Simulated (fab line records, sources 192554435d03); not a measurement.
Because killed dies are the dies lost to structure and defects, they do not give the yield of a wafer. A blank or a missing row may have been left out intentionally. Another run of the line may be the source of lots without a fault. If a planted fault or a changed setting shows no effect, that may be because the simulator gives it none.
Chamber matching ; flow n5 finfet ; N5_BEOL_M14_DEP_53 on pecvd-01: 3 sister chambers
The step deposits SiCN from 3MS/NH3, target thk 50 nm, time 17.8 s. 14 wafers are shown with their chamber, then 7 later ones without.

EACH WAFER AND ITS CHAMBER
wafer;chamber;showerhead vpp V (V);throttle valve pct (%);showerhead plenum p Torr (Torr)
L076.3;0;1564;18.9;4.15
L076.4;1;1568;17.2;4.12
L076.5;1;1570;16.9;4.11
L074.2;1;1572;17.0;4.12
L074.3;2;1818;17.6;4.13
L074.4;2;1771;17.8;4.13
L083.1;2;1777;17.6;4.12
L083.2;1;1586;17.0;4.12
L083.6;2;1793;17.6;4.14
L084.2;1;1548;17.0;4.11
L084.4;0;1556;19.3;4.17
L084.5;2;1794;17.7;4.12
L088.3;2;1768;17.8;4.13
L088.5;2;1778;17.7;4.14

SIGNATURES (means of the wafers above)
reading;chamber 0;chamber 1;chamber 2;scatter within a chamber
showerhead vpp V;1560.00;1568.80;1785.57;15.4
throttle valve pct;19.100;17.020;17.686;0.127
showerhead plenum p Torr;4.1600;4.1160;4.1300;0.00809
Rule: a wafer lies at a distance from a chamber equal to the root of the sum of squares, over the readings, of (its reading less the chamber's mean, divided by the reading's scatter). If the next closest chamber is less than 2 further off than the closest, the wafer can't be placed; otherwise it belongs to the closest. The scatter is the square root of a quotient: the sum, over the shown wafers, of each reading's squared deviation from its chamber's mean, divided by wafers minus chambers.

WAFERS MISSING THEIR CHAMBER
wafer;showerhead vpp V (V);throttle valve pct (%);showerhead plenum p Torr (Torr)
L088.6;1574;19.2;4.16
L093.3;1584;19.3;4.15
L093.5;1793;17.7;4.14
L093.6;1593;17.0;4.10
L095.1;1823;17.9;4.13
L095.2;1573;19.4;4.16
L095.3;1567;16.8;4.10

THE CHAMBER EACH PASSED THROUGH
wafer;from the rows above;in truth
L088.6;0;0
L093.3;0;0
L093.5;2;2
L093.6;1;1
L095.1;2;2
L095.2;0;0
L095.3;1;1
7 of 7 placed correctly. Left unplaced by these rows: 0. Number placed wrongly: 0.
